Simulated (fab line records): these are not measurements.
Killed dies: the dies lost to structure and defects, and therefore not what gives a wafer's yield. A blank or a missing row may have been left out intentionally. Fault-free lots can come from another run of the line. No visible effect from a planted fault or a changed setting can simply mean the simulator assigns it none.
Split-lot experiment -- flow n5Finfet -- on a route of 1938 steps: 7 lots, 21 wafers read

## SPLIT DETAILS
At N5_BEOL_M0_SAQP_COAT_105 (time 60 s, resist thk 100 nm), the setting spinRpm was moved away from the recipe's 1500 rpm on 8 of the 21 wafers read, by -6.7% to +9.5%. For the rest of the wafers, this setting stayed at what the recipe calls for.

The split's own step is where the reading is taken.

## THE READING
SOC_of_BEOL_M0_SAQP_COAT_105.thkNm (the simulator's own value, which no gauge read), in nm, at N5_BEOL_M0_SAQP_COAT_105 (time 60 s, resist thk 100 nm). There is no usual value for it anywhere in the file. Across the 13 wafers here that went through the recipe, the average is 99.8 nm and the standard deviation 0.27 nm.

wafer,"tool, chamber at the split","spinRpm as run, rpm",against the recipe,"SOC_of_BEOL_M0_SAQP_COAT_105.thkNm, nm",against lot-mates on the recipe
L075.1,"lithoTrack-02, 0",1500,recipe,100.2,-
L075.2,"lithoTrack-02, 0",1500,recipe,100,-
L075.5,"lithoTrack-02, 0",1642,+9.5%,95.6,-4.5
L082.1,"lithoTrack-02, 0",1500,recipe,99.6,-
L082.2,"lithoTrack-02, 0",1500,recipe,99.4,-
L082.4,"lithoTrack-02, 0",1500,recipe,99.4,-
L087.3,"lithoTrack-03, 0",1500,recipe,100,-
L087.5,"lithoTrack-03, 0",1604,+6.9%,97,-3.1
L087.6,"lithoTrack-03, 0",1500,recipe,100.2,-
L090.4,"lithoTrack-03, 0",1618,+7.9%,96,-3.8
L090.5,"lithoTrack-03, 0",1618,+7.9%,96.2,-3.6
L090.6,"lithoTrack-03, 0",1500,recipe,99.8,-
L091.3,"lithoTrack-02, 0",1605,+7.0%,96.2,-4.0
L091.4,"lithoTrack-02, 0",1605,+7.0%,96.4,-3.8
L091.5,"lithoTrack-02, 0",1500,recipe,100.2,-
L092.1,"lithoTrack-03, 0",1400,-6.7%,103,+3.4
L092.4,"lithoTrack-03, 0",1500,recipe,99.6,-
L092.5,"lithoTrack-03, 0",1400,-6.7%,103.2,+3.6
L097.3,"lithoTrack-04, 0",1500,recipe,99.8,-
L097.5,"lithoTrack-04, 0",1500,recipe,99.8,-
L097.4,"lithoTrack-04, 0",1500,recipe,100,-

THE FIT
A straight line over all 21 wafers: SOC_of_BEOL_M0_SAQP_COAT_105.thkNm changes by -0.474 nm for each +1% of spinRpm; r = -0.99; the points scatter about the line by 0.27 nm.
The same after taking each lot's own level away (the mean of its wafers on the recipe; 21 wafers): -0.501 nm for each +1%; r = -1.00; scatter 0.21 nm.
The reading moves by 4.7 nm for the largest change in spinRpm, on that fit.
The span of the lots' own levels, 99.47 to 100.20 nm, comes to 2.7 times the standard deviation stated above.
The two slopes agree, so the slope changes little with the lot-to-lot level.
Check: -4.77 nm against its lot-mates is what the line predicts for one of the wafers moved furthest among these (+9.5%) when that wafer is left out of the fit. Against them it came out at -4.5 nm.

## OTHER SPLITS ON THESE WAFERS
These wafers also went through other splits before the reading. Each is held against what the fit with the lots' levels taken away leaves over:
other split on the same wafers,wafers away from the commonest value,r with SOC_of_BEOL_M0_SAQP_COAT_105.thkNm (lot level and that fit taken away)
N5_SD_EPI_N_PEB_07 pebTempC,5,-0.45
N5_SDB_ETCH_17 biasW,8,-0.15
N5_HKMG_FIN_COAT_41 spinRpm,6,+0.33
N5_HKMG_FIN_ETCH_67 targetDepthA,8,-0.11
N5_GATE_CUT_CMP_23 downForcePsi,8,+0.45
N5_MOL_CONTACT_COAG_COAT_78 spinRpm,4,-0.27
N5_MOL_CONTACT_COAG_EXPOSE_81 doseMj,5,-0.12

## THE FILE'S OWN FIT
SOC_of_BEOL_M0_SAQP_COAT_105.thkNm changes by -0.491 nm for each +1% of spinRpm, r = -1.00.
